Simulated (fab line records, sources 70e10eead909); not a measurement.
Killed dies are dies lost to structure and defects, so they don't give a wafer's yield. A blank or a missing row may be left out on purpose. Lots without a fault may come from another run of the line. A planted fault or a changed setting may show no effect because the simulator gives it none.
Which tool did it? | flow nand_harc | 22 lots, 66 wafers sampled, at 6 steps of a route of 1159

WHAT THE GAUGES READ, wafer by wafer
The record holds no reading of a measuring or inspecting step that can be judged against a usual standard deviation.

WHICH TOOL RAN EACH LOT (tool, then ch and the chambers of the sampled wafers, then the start)
lot  | NHARC_A_STAIRCASE_TRIM_193     | NHARC_A_STAIRCASE_ETCH_221     | NHARC_A_STAIRCASE_TRIM_224     | NHARC_A_STAIRCASE_ETCH_230     | NHARC_A_STAIRCASE_TRIM_231     | NHARC_A_STAIRCASE_HM_OPEN_460
L074 | rie_diel-02 ch 0,2, no start   | rie_diel-02 ch 0,1,2, no start | rie_diel-02 ch 1,2, no start   | rie_diel-01 ch 1,3, no start   | rie_diel-01 ch 0,3, no start   | rie_diel-13 ch 0,1,3, no start
L075 | rie_diel-01 ch 0,3, no start   | rie_diel-13 ch 0,1,2, no start | rie_diel-13 ch 0,1,2, no start | rie_diel-13 ch 1,2, no start   | rie_diel-13 ch 0,1,2, no start | rie_diel-02 ch 0,2, no start
L077 | rie_diel-13 ch 0,2, no start   | rie_diel-01 ch 0,2, no start   | rie_diel-01 ch 2,3, no start   | rie_diel-01 ch 0,3, no start   | rie_diel-01 ch 1,2,3, no start | rie_diel-02 ch 0,2,3, no start
L076 | rie_diel-02 ch 0,2, no start   | rie_diel-13 ch 1,2, no start   | rie_diel-13 ch 1,3, no start   | rie_diel-02 ch 0,3, no start   | rie_diel-02 ch 1,3, no start   | rie_diel-13 ch 1,3, no start
L078 | rie_diel-01 ch 2,3, no start   | rie_diel-01 ch 0,1,3, no start | rie_diel-01 ch 2,3, no start   | rie_diel-01 ch 0,1,3, no start | rie_diel-01 ch 2,3, no start   | rie_diel-02 ch 0,2, no start
L080 | rie_diel-13 ch 0,1, no start   | rie_diel-02 ch 0,2, no start   | rie_diel-02 ch 1,2,3, no start | rie_diel-02 ch 0,1, no start   | rie_diel-02 ch 1,2,3, no start | rie_diel-02 ch 2,3, no start
L082 | rie_diel-02 ch 1,2,3, no start | rie_diel-13 ch 0,1,3, no start | rie_diel-13 ch 0,1,3, no start | rie_diel-13 ch 0,1,2, no start | rie_diel-13 ch 1,2,3, no start | rie_diel-13 ch 2,3, no start
L081 | rie_diel-13 ch 0,1,2, no start | rie_diel-02 ch 1,2,3, no start | rie_diel-02 ch 2,3, no start   | rie_diel-02 ch 1,2,3, no start | rie_diel-02 ch 0,2,3, no start | rie_diel-02 ch 0,2,3, no start
L084 | rie_diel-13 ch 0,1,2, no start | rie_diel-01 ch 0,1,3, no start | rie_diel-01 ch 0,1,3, no start | rie_diel-01 ch 0,1,2, no start | rie_diel-01 ch 0,2,3, no start | rie_diel-13 ch 0,1,2, no start
L083 | rie_diel-13 ch 1,2,3, no start | rie_diel-02 ch 0,1,2, no start | rie_diel-02 ch 0,1,2, no start | rie_diel-02 ch 0,1,2, no start | rie_diel-02 ch 0,2,3, no start | rie_diel-13 ch 0,2,3, no start
L085 | rie_diel-02 ch 0,1, no start   | rie_diel-13 ch 1,2,3, no start | rie_diel-13 ch 1,2, no start   | rie_diel-02 ch 0,1,3, no start | rie_diel-02 ch 0,2,3, no start | rie_diel-01 ch 1,2, no start
L086 | rie_diel-13 ch 0,2,3, no start | rie_diel-02 ch 0,1,2, no start | rie_diel-02 ch 0,2,3, no start | rie_diel-13 ch 1,2,3, no start | rie_diel-13 ch 0,1,2, no start | rie_diel-13 ch 0,1,2, no start
L088 | rie_diel-13 ch 0,2,3, no start | rie_diel-02 ch 0,2,3, no start | rie_diel-02 ch 2,3, no start   | rie_diel-13 ch 0,1, no start   | rie_diel-13 ch 0,2,3, no start | rie_diel-01 ch 1,2, no start
L091 | rie_diel-01 ch 1,2, no start   | rie_diel-02 ch 0,1,2, no start | rie_diel-02 ch 0,2, no start   | rie_diel-13 ch 0,2,3, no start | rie_diel-13 ch 0,1,3, no start | rie_diel-02 ch 0,2,3, no start
L090 | rie_diel-01 ch 0,1,3, no start | rie_diel-13 ch 2,3, no start   | rie_diel-13 ch 1,2, no start   | rie_diel-13 ch 0,1,3, no start | rie_diel-13 ch 0,3, no start   | rie_diel-13 ch 2,3, no start
L087 | rie_diel-13 ch 0,1, no start   | rie_diel-02 ch 2,3, no start   | rie_diel-02 ch 0,1,2, no start | rie_diel-02 ch 0,2, no start   | rie_diel-02 ch 1,2,3, no start | rie_diel-01 ch 0,3, no start
L089 | rie_diel-01 ch 1,3, no start   | rie_diel-01 ch 0,1, no start   | rie_diel-01 ch 1,2,3, no start | rie_diel-01 ch 0,2, no start   | rie_diel-01 ch 1,2, no start   | rie_diel-01 ch 1,2, no start
L093 | rie_diel-02 ch 0,1,3, no start | rie_diel-01 ch 0,2, no start   | rie_diel-01 ch 1,2,3, no start | rie_diel-02 ch 0,1,2, no start | rie_diel-02 ch 0,2,3, no start | rie_diel-02 ch 0,3, no start
L092 | rie_diel-01 ch 0,1, no start   | rie_diel-01 ch 0,2,3, no start | rie_diel-01 ch 1,2,3, no start | rie_diel-02 ch 0,1, no start   | rie_diel-02 ch 0,1,2, no start | rie_diel-01 ch 1,2,3, no start
L096 | rie_diel-01 ch 1,2,3, no start | rie_diel-01 ch 0,1,2, no start | rie_diel-01 ch 0,2,3, no start | rie_diel-01 ch 0,1,3, no start | rie_diel-01 ch 0,2,3, no start | rie_diel-02 ch 0,2,3, no start
L094 | rie_diel-01 ch 0,2,3, no start | rie_diel-02 ch 0,3, no start   | rie_diel-02 ch 0,1,2, no start | rie_diel-01 ch 0,1,3, no start | rie_diel-01 ch 0,1,3, no start | rie_diel-02 ch 0,1, no start
L097 | rie_diel-02 ch 0,2, no start   | rie_diel-02 ch 0,1,2, no start | rie_diel-02 ch 1,2,3, no start | rie_diel-02 ch 0,1,2, no start | rie_diel-02 ch 1,2, no start   | rie_diel-13 ch 0,2,3, no start
- NHARC_A_STAIRCASE_TRIM_193: chemistry O2, time 211.2 s.
- NHARC_A_STAIRCASE_ETCH_221: etches the open film in C4F8/O2, target depth 100 nm, time 40.5 s.
- NHARC_A_STAIRCASE_TRIM_224: chemistry O2, time 211.2 s.
- NHARC_A_STAIRCASE_ETCH_230: etches the open film in C4F8/O2, target depth 100 nm, time 40.5 s.
- NHARC_A_STAIRCASE_TRIM_231: chemistry O2, time 211.2 s.
- NHARC_A_STAIRCASE_HM_OPEN_460: chemistry O2/COS.

WHAT THE TOOLS THEMSELVES READ (means of the sampled wafers that have a number; where no wafer has one, the mark that the record gives instead)
NHARC_A_STAIRCASE_TRIM_193. Usual: drypump_motor_current_A 5.7 A, standard deviation 0.36; oes_product_au 1.003 a.u., standard deviation 0.0079; rf_vpp_V 57.8 V, standard deviation 0.81; showerhead_plenum_p_Torr 3.48 Torr, standard deviation 0.15; throttle_valve_pct 17.037 %, standard deviation 0.0092.
lot  | tool        | drypump_motor_current_A (A) | oes_product_au (a.u.) | rf_vpp_V (V) | showerhead_plenum_p_Torr (Torr) | throttle_valve_pct (%) | flag
L074 | rie_diel-02 | 5.7                         | 1.001                 | 58.2         | 3.44                            | 17.037                 |
L075 | rie_diel-01 | 5.5                         | 0.993                 | 56.6         | 3.43                            | 17.037                 |
L077 | rie_diel-13 | 5.5                         | 0.998                 | 57.3         | 3.44                            | 17.039                 |
L076 | rie_diel-02 | 5.4                         | 0.996                 | 58.3         | 3.52                            | 17.038                 |
L078 | rie_diel-01 | 6.1                         | 1.007                 | 57.5         | 3.61                            | 17.045                 |
L080 | rie_diel-13 | 6.0                         | 1.004                 | 57.5         | 3.41                            | 17.032                 |
L082 | rie_diel-02 | 5.9                         | 1.001                 | 57.3         | 3.46                            | 17.023                 |
L081 | rie_diel-13 | 5.8                         | 1.007                 | 57.3         | 3.56                            | 17.039                 |
L084 | rie_diel-13 | 5.8                         | 1.006                 | 57.8         | 3.56                            | 17.042                 |
L083 | rie_diel-13 | 5.8                         | 1.006                 | 57.4         | 3.54                            | 17.038                 |
L085 | rie_diel-02 | 5.3                         | 0.999                 | 57.5         | 3.49                            | 17.041                 |
L086 | rie_diel-13 | 5.5                         | 1.005                 | 58.2         | 3.59                            | 17.042                 |
L088 | rie_diel-13 | 5.5                         | 1.016                 | 58.3         | 3.59                            | 17.030                 |
L091 | rie_diel-01 | 6.0                         | 1.009                 | 57.4         | 3.46                            | 17.035                 |
L090 | rie_diel-01 | 5.6                         | 1.013                 | 57.4         | 3.42                            | 17.030                 |
L087 | rie_diel-13 | 6.0                         | 0.998                 | 57.3         | 3.39                            | 17.034                 |
L089 | rie_diel-01 | 5.7                         | 1.007                 | 57.8         | 3.43                            | 17.034                 |
L093 | rie_diel-02 | 5.6                         | 0.996                 | 58.2         | 3.53                            | 17.040                 |
L092 | rie_diel-01 | 5.7                         | 1.014                 | 58.3         | 3.36                            | 17.032                 |
L096 | rie_diel-01 | 5.9                         | 1.004                 | 58.5         | 3.51                            | 17.040                 |
L094 | rie_diel-01 | 5.7                         | 1.009                 | 57.7         | 3.50                            | 17.039                 |
L097 | rie_diel-02 | 5.6                         | 0.995                 | 58.0         | 3.42                            | 17.040                 |

NHARC_A_STAIRCASE_ETCH_221. Usual: oes_product_au 0.946 a.u., standard deviation 0.014; rf_fwd_power_W 592.9 W, standard deviation 2.6; rf_vpp_V 894 V, standard deviation 5.4.
lot  | tool        | oes_product_au (a.u.) | rf_fwd_power_W (W) | rf_vpp_V (V) | flag
L074 | rie_diel-02 | 0.942                 | 592.0              | 892          |
L075 | rie_diel-13 | 0.930                 | 591.6              | 891          |
L077 | rie_diel-01 | 0.948                 | 593.8              | 893          |
L076 | rie_diel-13 | 0.959                 | 591.1              | 889          |
L078 | rie_diel-01 | 0.926                 | 593.8              | 893          |
L080 | rie_diel-02 | 0.937                 | 592.7              | 895          |
L082 | rie_diel-13 | 0.956                 | 592.4              | 894          |
L081 | rie_diel-02 | 0.932                 | 591.5              | 894          |
L084 | rie_diel-01 | 0.955                 | 591.9              | 893          |
L083 | rie_diel-02 | 0.946                 | 592.2              | 892          |
L085 | rie_diel-13 | 0.955                 | 590.7              | 896          |
L086 | rie_diel-02 | 0.948                 | 593.8              | 892          |
L088 | rie_diel-02 | 0.941                 | 596.1              | 897          |
L091 | rie_diel-02 | 0.961                 | 592.3              | 892          |
L090 | rie_diel-13 | 0.928                 | 589.6              | 901          |
L087 | rie_diel-02 | 0.948                 | 595.5              | 897          |
L089 | rie_diel-01 | 0.965                 | 594.4              | 890          |
L093 | rie_diel-01 | 0.934                 | 594.0              | 896          |
L092 | rie_diel-01 | 0.959                 | 593.7              | 894          |
L096 | rie_diel-01 | 0.963                 | 594.0              | 892          |
L094 | rie_diel-02 | 0.927                 | 593.5              | 897          |
L097 | rie_diel-02 | 0.931                 | 592.5              | 890          |

NHARC_A_STAIRCASE_TRIM_224. Usual: drypump_motor_current_A 5.8 A, standard deviation 0.37; oes_product_au 1.004 a.u., standard deviation 0.0072; rf_vpp_V 57.6 V, standard deviation 0.87; showerhead_plenum_p_Torr 3.48 Torr, standard deviation 0.15; throttle_valve_pct 17.037 %, standard deviation 0.0086.
lot  | tool        | drypump_motor_current_A (A) | oes_product_au (a.u.) | rf_vpp_V (V) | showerhead_plenum_p_Torr (Torr) | throttle_valve_pct (%) | flag
L074 | rie_diel-02 | 5.7                         | 0.999                 | 57.3         | 3.36                            | 17.048                 |
L075 | rie_diel-13 | 5.8                         | 1.000                 | 57.6         | 3.38                            | 17.037                 |
L077 | rie_diel-01 | 6.0                         | 1.002                 | 57.6         | 3.61                            | 17.038                 |
L076 | rie_diel-13 | 6.0                         | 1.016                 | 58.0         | 3.40                            | 17.036                 |
L078 | rie_diel-01 | 5.8                         | 1.007                 | 57.2         | 3.58                            | 17.035                 |
L080 | rie_diel-02 | 5.8                         | 1.002                 | 57.9         | 3.47                            | 17.037                 |
L082 | rie_diel-13 | 5.8                         | 1.006                 | 56.9         | 3.44                            | 17.040                 |
L081 | rie_diel-02 | 6.2                         | 1.001                 | 57.3         | 3.59                            | 17.036                 |
L084 | rie_diel-01 | 5.6                         | 0.997                 | 57.9         | 3.43                            | 17.040                 |
L083 | rie_diel-02 | 5.5                         | 0.994                 | 57.9         | 3.42                            | 17.042                 |
L085 | rie_diel-13 | 5.9                         | 1.004                 | 58.3         | 3.65                            | 17.038                 |
L086 | rie_diel-02 | 5.8                         | 1.008                 | 56.9         | 3.55                            | 17.037                 |
L088 | rie_diel-02 | 6.1                         | 1.004                 | 57.6         | 3.59                            | 17.048                 |
L091 | rie_diel-02 | 5.4                         | 1.003                 | 56.8         | 3.50                            | 17.040                 |
L090 | rie_diel-13 | 5.8                         | 1.009                 | 57.9         | 3.64                            | 17.032                 |
L087 | rie_diel-02 | 5.5                         | 0.999                 | 56.5         | 3.41                            | 17.032                 |
L089 | rie_diel-01 | 5.9                         | 1.010                 | 57.7         | 3.51                            | 17.036                 |
L093 | rie_diel-01 | 5.9                         | 1.007                 | 57.9         | 3.51                            | 17.041                 |
L092 | rie_diel-01 | 5.9                         | 1.005                 | 57.7         | 3.51                            | 17.037                 |
L096 | rie_diel-01 | 5.8                         | 1.008                 | 58.4         | 3.50                            | 17.041                 |
L094 | rie_diel-02 | 5.5                         | 1.002                 | 57.4         | 3.41                            | 17.035                 |
L097 | rie_diel-02 | 5.8                         | 1.005                 | 57.0         | 3.45                            | 17.037                 |

NHARC_A_STAIRCASE_ETCH_230. Usual: oes_product_au 0.947 a.u., standard deviation 0.014; rf_fwd_power_W 593.1 W, standard deviation 2.5; rf_vpp_V 894 V, standard deviation 5.3.
lot  | tool        | oes_product_au (a.u.) | rf_fwd_power_W (W) | rf_vpp_V (V) | flag
L074 | rie_diel-01 | 0.939                 | 593.3              | 896          |
L075 | rie_diel-13 | 0.940                 | 590.6              | 887          |
L077 | rie_diel-01 | 0.960                 | 592.9              | 892          |
L076 | rie_diel-02 | 0.960                 | 593.7              | 902          |
L078 | rie_diel-01 | 0.946                 | 593.2              | 893          |
L080 | rie_diel-02 | 0.947                 | 592.2              | 892          |
L082 | rie_diel-13 | 0.952                 | 591.3              | 897          |
L081 | rie_diel-02 | 0.946                 | 592.8              | 893          |
L084 | rie_diel-01 | 0.935                 | 593.6              | 894          |
L083 | rie_diel-02 | 0.939                 | 593.0              | 893          |
L085 | rie_diel-02 | 0.946                 | 591.7              | 896          |
L086 | rie_diel-13 | 0.949                 | 591.2              | 896          |
L088 | rie_diel-13 | 0.957                 | 593.5              | 893          |
L091 | rie_diel-13 | 0.977                 | 592.2              | 897          |
L090 | rie_diel-13 | 0.942                 | 592.9              | 892          |
L087 | rie_diel-02 | 0.939                 | 596.2              | 894          |
L089 | rie_diel-01 | 0.952                 | 595.6              | 893          |
L093 | rie_diel-02 | 0.968                 | 593.3              | 892          |
L092 | rie_diel-02 | 0.914                 | 593.6              | 894          |
L096 | rie_diel-01 | 0.947                 | 591.9              | 892          |
L094 | rie_diel-01 | 0.943                 | 592.2              | 891          |
L097 | rie_diel-02 | 0.945                 | 591.0              | 891          |

NHARC_A_STAIRCASE_TRIM_231. Usual: drypump_motor_current_A 5.7 A, standard deviation 0.37; oes_product_au 1.002 a.u., standard deviation 0.0079; rf_vpp_V 57.7 V, standard deviation 0.9; showerhead_plenum_p_Torr 3.50 Torr, standard deviation 0.15; throttle_valve_pct 17.038 %, standard deviation 0.0085.
lot  | tool        | drypump_motor_current_A (A) | oes_product_au (a.u.) | rf_vpp_V (V) | showerhead_plenum_p_Torr (Torr) | throttle_valve_pct (%) | flag
L074 | rie_diel-01 | 5.5                         | 1.003                 | 57.5         | 3.49                            | 17.032                 |
L075 | rie_diel-13 | 5.8                         | 0.996                 | 57.5         | 3.38                            | 17.036                 |
L077 | rie_diel-01 | 5.9                         | 0.999                 | 57.5         | 3.53                            | 17.041                 |
L076 | rie_diel-02 | 5.7                         | 1.000                 | 58.0         | 3.45                            | 17.033                 |
L078 | rie_diel-01 | 5.8                         | 1.002                 | 57.9         | 3.58                            | 17.041                 |
L080 | rie_diel-02 | 5.8                         | 1.005                 | 58.6         | 3.47                            | 17.044                 |
L082 | rie_diel-13 | 5.8                         | 0.998                 | 56.8         | 3.54                            | 17.033                 |
L081 | rie_diel-02 | 5.8                         | 0.989                 | 58.1         | 3.55                            | 17.028                 |
L084 | rie_diel-01 | 5.7                         | 1.008                 | 56.9         | 3.51                            | 17.037                 |
L083 | rie_diel-02 | 5.8                         | 0.998                 | 58.3         | 3.55                            | 17.027                 |
L085 | rie_diel-02 | 5.8                         | 1.010                 | 57.3         | 3.55                            | 17.031                 |
L086 | rie_diel-13 | 5.8                         | 1.010                 | 58.7         | 3.55                            | 17.037                 |
L088 | rie_diel-13 | 5.5                         | 1.004                 | 57.1         | 3.59                            | 17.044                 |
L091 | rie_diel-13 | 5.7                         | 1.005                 | 57.6         | 3.43                            | 17.041                 |
L090 | rie_diel-13 | 5.5                         | 1.003                 | 58.0         | 3.48                            | 17.039                 |
L087 | rie_diel-02 | 5.8                         | 1.005                 | 57.8         | 3.45                            | 17.041                 |
L089 | rie_diel-01 | 6.0                         | 1.002                 | 58.3         | 3.45                            | 17.040                 |
L093 | rie_diel-02 | 5.8                         | 0.997                 | 58.8         | 3.54                            | 17.034                 |
L092 | rie_diel-02 | 5.5                         | 0.994                 | 58.0         | 3.41                            | 17.042                 |
L096 | rie_diel-01 | 5.8                         | 0.999                 | 58.1         | 3.50                            | 17.037                 |
L094 | rie_diel-01 | 5.6                         | 1.005                 | 57.2         | 3.42                            | 17.036                 |
L097 | rie_diel-02 | 5.7                         | 1.008                 | 57.4         | 3.33                            | 17.035                 |

NHARC_A_STAIRCASE_HM_OPEN_460. Usual: drypump_motor_current_A 5.7 A, standard deviation 0.37; oes_product_au 1.004 a.u., standard deviation 0.008; rf_fwd_power_W 499.1 W, standard deviation 1.4; rf_vpp_V 467 V, standard deviation 3.2; showerhead_plenum_p_Torr 3.09 Torr, standard deviation 0.14; throttle_valve_pct 28.330 %, standard deviation 0.0092.
lot  | tool        | drypump_motor_current_A (A) | oes_product_au (a.u.) | rf_fwd_power_W (W) | rf_vpp_V (V) | showerhead_plenum_p_Torr (Torr) | throttle_valve_pct (%) | flag
L074 | rie_diel-13 | 5.7                         | 1.002                 | 499.7              | 466          | 3.05                            | 28.337                 |
L075 | rie_diel-02 | 5.5                         | 0.997                 | 499.5              | 467          | 3.11                            | 28.325                 |
L077 | rie_diel-02 | 5.8                         | 0.993                 | 500.2              | 467          | 3.15                            | 28.326                 |
L076 | rie_diel-13 | 5.7                         | 1.007                 | 499.1              | 465          | 3.04                            | 28.330                 |
L078 | rie_diel-02 | 5.6                         | 1.001                 | 499.4              | 465          | 3.04                            | 28.328                 |
L080 | rie_diel-02 | 6.0                         | 0.996                 | 499.4              | 467          | 3.08                            | 28.324                 |
L082 | rie_diel-13 | 5.6                         | 1.012                 | 498.4              | 470          | 3.27                            | 28.338                 |
L081 | rie_diel-02 | 5.8                         | 1.005                 | 499.7              | 468          | 3.14                            | 28.336                 |
L084 | rie_diel-13 | 5.8                         | 1.014                 | 500.8              | 468          | 3.15                            | 28.327                 |
L083 | rie_diel-13 | 5.5                         | 1.000                 | 499.0              | 468          | 3.18                            | 28.332                 |
L085 | rie_diel-01 | 6.0                         | 1.006                 | 497.9              | 467          | 3.06                            | 28.332                 |
L086 | rie_diel-13 | 5.8                         | 1.011                 | 499.0              | 468          | 3.14                            | 28.326                 |
L088 | rie_diel-01 | 6.0                         | 1.011                 | 499.5              | 465          | 3.06                            | 28.329                 |
L091 | rie_diel-02 | 5.8                         | 0.995                 | 498.6              | 467          | 3.14                            | 28.326                 |
L090 | rie_diel-13 | 5.5                         | 1.003                 | 498.8              | 468          | 3.15                            | 28.325                 |
L087 | rie_diel-01 | 5.5                         | 1.004                 | 498.4              | 466          | 3.08                            | 28.338                 |
L089 | rie_diel-01 | 6.0                         | 1.014                 | 499.3              | 467          | 3.05                            | 28.329                 |
L093 | rie_diel-02 | 5.9                         | 1.000                 | 500.6              | 470          | 3.24                            | 28.330                 |
L092 | rie_diel-01 | 5.9                         | 1.010                 | 498.3              | 468          | 3.10                            | 28.336                 |
L096 | rie_diel-02 | 5.8                         | 1.005                 | 499.3              | 467          | 3.13                            | 28.327                 |
L094 | rie_diel-02 | 5.3                         | 1.011                 | 497.9              | 464          | 3.00                            | 28.332                 |
L097 | rie_diel-13 | 5.5                         | 1.013                 | 497.3              | 469          | 3.16                            | 28.330                 |

THE ANSWER, worked out from the rows above alone
Rule: a lot is off if the mean of its wafers that have a number lies more than 3 standard deviations from the usual mean. A lot without any number at a reading at which 4 lots or more have one is off too. The other lots that the step has rows for count as sound. The gauges are gone through in route order, then the tools' own readings, and for those a lot's mean is taken as printed above. The first step at which some lot is off is used, and at that step the reading that is off furthest; a lot without a number counts as furthest.
No lot is off at any reading shown: from this, nothing can be told.

WHAT THE SIMULATOR HAD PUT IN
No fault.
